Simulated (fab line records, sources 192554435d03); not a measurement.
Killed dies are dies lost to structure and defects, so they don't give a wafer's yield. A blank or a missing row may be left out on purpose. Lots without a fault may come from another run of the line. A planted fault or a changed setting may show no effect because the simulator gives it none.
Which tool did it? | flow n5_finfet | 10 lots, 28 wafers sampled, at 5 steps of a route of 1938

WHAT THE GAUGES READ, wafer by wafer
N5_BEOL_M14_RS_MEAS_54: measures by four-point-probe.
lot  | measured     | on            | M14_RS (ohm/sq)
L914 | day 12 09:50 | film_metro-02 | 0.0328 0.0313 0.0327
L915 | day 12 12:28 | film_metro-02 | 0.0310 0.0313 0.0314
L922 | day 14 00:58 | film_metro-01 | 0.0326 0.0314 0.0329
L927 | day 15 05:38 | film_metro-02 | 0.0345 0.0344
L926 | day 15 09:20 | film_metro-01 | 0.0325 0.0328
L931 | day 15 21:04 | film_metro-02 | 0.0331 0.0315 0.0311
L933 | day 16 15:27 | film_metro-01 | 0.0319 0.0314 0.0334
L934 | day 16 21:14 | film_metro-01 | 0.0337 0.0340 0.0314
L937 | day 18 00:55 | film_metro-02 | 0.0317 0.0311 0.0314
L936 | day 18 09:47 | film_metro-02 | 0.0327 0.0328 0.0320

WHICH TOOL RAN EACH LOT (tool, then ch and the chambers of the sampled wafers, then the start)
lot  | N5_BEOL_M14_DESCUM_15              | N5_BEOL_M14_ETCH_59                | N5_BEOL_M14_SPUTTER_44       | N5_BEOL_M14_CMP_49
L914 | rie_diel-01 ch 1,3, day 11 21:59   | rie_diel-01 ch 1,3, day 11 22:02   | pvd_sputter-02, day 12 08:44 | cmp-01 ch 0,1, day 12 09:25
L915 | rie_diel-03 ch 0,1,2, day 12 07:21 | rie_diel-03 ch 0,1,2, day 12 07:23 | pvd_sputter-02, day 12 11:16 | cmp-03 ch 0,1,3, day 12 12:02
L922 | rie_diel-05 ch 2,3, day 13 21:08   | rie_diel-05 ch 2,3, day 13 21:10   | pvd_sputter-01, day 13 23:51 | cmp-01 ch 1,3, day 14 00:32
L927 | rie_diel-05 ch 0,1, day 15 02:07   | rie_diel-05 ch 0,1, day 15 02:08   | pvd_sputter-02, day 15 04:31 | cmp-01 ch 1,2, day 15 05:19
L926 | rie_diel-05 ch 0,1, day 15 03:36   | rie_diel-05 ch 0,1, day 15 03:38   | pvd_sputter-02, day 15 08:12 | cmp-02 ch 0,1, day 15 08:55
L931 | rie_diel-03 ch 1,2,3, day 15 14:19 | rie_diel-03 ch 1,2,3, day 15 14:20 | pvd_sputter-03, day 15 19:34 | cmp-03 ch 2,3, day 15 20:38
L933 | rie_diel-03 ch 2,3, day 16 08:44   | rie_diel-03 ch 2,3, day 16 08:47   | pvd_sputter-01, day 16 14:19 | cmp-02 ch 1,2,3, day 16 15:01
L934 | rie_diel-01 ch 1,2,3, day 16 15:43 | rie_diel-01 ch 1,2,3, day 16 15:46 | pvd_sputter-03, day 16 20:00 | cmp-01 ch 0,1,3, day 16 20:55
L937 | rie_diel-01 ch 1,2, day 17 18:35   | rie_diel-01 ch 1,2, day 17 18:37   | pvd_sputter-01, day 17 23:19 | cmp-02 ch 0,1,2, day 18 00:34
L936 | rie_diel-01 ch 1,2,3, day 18 02:28 | rie_diel-01 ch 1,2,3, day 18 02:31 | pvd_sputter-02, day 18 08:40 | cmp-02 ch 0,2,3, day 18 09:22
- N5_BEOL_M14_DESCUM_15: chemistry O2, time 7.9 s.
- N5_BEOL_M14_ETCH_59: etches BARC in N2/H2, target depth 89 nm, overetch 26.7 nm, time 67.9 s.
- N5_BEOL_M14_SPUTTER_44: material Ta, target thk 15 nm, time 24.19 s.
- N5_BEOL_M14_CMP_49: polishes, stops on SiO2, t overpolish 5.2 s, target thk 560 nm.

THE ANSWER, worked out from the rows above alone
Rule: what is usual is taken from the lots themselves. Put in order of their means at a reading, lots are off if they are a third of the lots or fewer, leave a main group of 4 or more, and stand apart from it by a gap of 3 or more times the standard deviation of the main group's means; of several such gaps the widest counts. A main group whose means are all the same, to the digits that the tables above print for the reading, isn't used. A lot without any number at a reading at which 4 lots or more have one is off too. The other lots that the step has rows for count as sound.
No lot is off at any reading shown: from this, nothing can be told.

WHAT THE SIMULATOR HAD PUT IN
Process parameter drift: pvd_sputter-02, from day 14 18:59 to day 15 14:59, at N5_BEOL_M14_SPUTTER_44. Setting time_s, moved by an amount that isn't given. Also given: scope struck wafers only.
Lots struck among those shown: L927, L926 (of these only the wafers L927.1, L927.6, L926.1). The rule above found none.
